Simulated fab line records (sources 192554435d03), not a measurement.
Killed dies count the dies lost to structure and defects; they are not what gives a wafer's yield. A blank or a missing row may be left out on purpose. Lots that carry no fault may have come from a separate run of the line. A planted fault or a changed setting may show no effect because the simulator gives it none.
A struck lot beside a sound one + flow n5_finfet + 14 steps out of a route of 1938
Sound: wafers L487.1, L487.3, L487.6. The struck wafers were L473.2, L473.3, L473.6. Last of all comes the cause.
For every step that has rows: the tool of each side, followed by ch and its chambers, followed by its first start. Under that, the readings that differ: sound wafers + struck wafers + difference of the means + sigmas: that difference in standard deviations of wafers without a fault.
alike: same words and numbers on both sides, and readings whose means sit less than 2 such deviations apart. not compared: any withheld reading, any reading some wafer has no value for, any bound like >300 that may hide the same value, and any number with overlapping values for which the record gives no deviation.
The two part at a step that has a row with sigmas, a row that says differs or no value, or rows on one side only. Non-overlapping numbers with no deviation appear without sigmas and do not part them. A reading that every wafer of one side lacks parts them only if that side has two wafers or more.

first, 1 step without rows for these wafers: N5_DUMMY_GATE_UV_OZONE_45 (time 120 s).
N5_DUMMY_GATE_INSPECT_27: inspects for defects (brightfield).
  sound on defect_inspect-01, day 8 00:21; struck on defect_inspect-02, day 4 16:20
  alike: raw_defect_count
N5_SPACER0_ALD_07: deposits SiNx, target thk 2 nm.
  sound on ald_sin-04 ch 0,1,2, day 8 00:23; struck on ald_sin-04 ch 0,1, day 4 16:23
  alike: heater_power_w
N5_SPACER0_ALD_00: deposits SiOCN, target thk 3.5 nm, pulse time 3 s, purge time 2 s.
  sound on ald_sin-04 ch 0,1,2, day 8 00:32; struck on ald_sin-04 ch 0,1, day 4 16:32
  alike: heater_power_w, precursor_pulse_height_rel
N5_SPACER0_ALD_08: deposits SiNx, target thk 2 nm.
  sound on ald_sin-04 ch 0,1,2, day 8 00:48; struck on ald_sin-04 ch 0,1, day 4 16:47
  alike: heater_power_w
N5_SPACER0_INSPECT_04: inspects for defects (darkfield).
  sound on defect_inspect-01, day 8 00:58; struck on defect_inspect-02, day 4 16:56
  alike: raw_defect_count
then, 6 steps without rows for these wafers: N5_SD_EPI_N_COAT_32 (time 60 s, resist thk 350 nm); N5_SD_EPI_N_COAT_33 (time 60 s, resist thk 35 nm); N5_SD_EPI_N_COAT_03 (resist thk 150 nm); N5_SD_EPI_N_EBR_05; N5_SD_EPI_N_SOFTBAKE_04 (time 60 s); N5_SD_EPI_N_EXPOSE_06 (exposes mask SD N BLK, target cd 120 nm).
N5_SD_EPI_N_PEB_07: peb time 60 s.
  struck on litho_track-01, day 4 17:17; sound on litho_track-03 ch 0, day 8 01:10
  no value came back on the struck wafers for chill_plate_temp_C (C), exhaust_pa (Pa), plate_temp_C (C); on the sound wafers chill_plate_temp_C (C) reads 23.18 23.02 23.20
then, 1 step without rows for these wafers: N5_SD_EPI_N_DEVELOP_08 (develop time 30 s).

## WHERE THEY PART
Within this record, at N5_SD_EPI_N_PEB_07 only.

WHY: what had been put in by the simulator
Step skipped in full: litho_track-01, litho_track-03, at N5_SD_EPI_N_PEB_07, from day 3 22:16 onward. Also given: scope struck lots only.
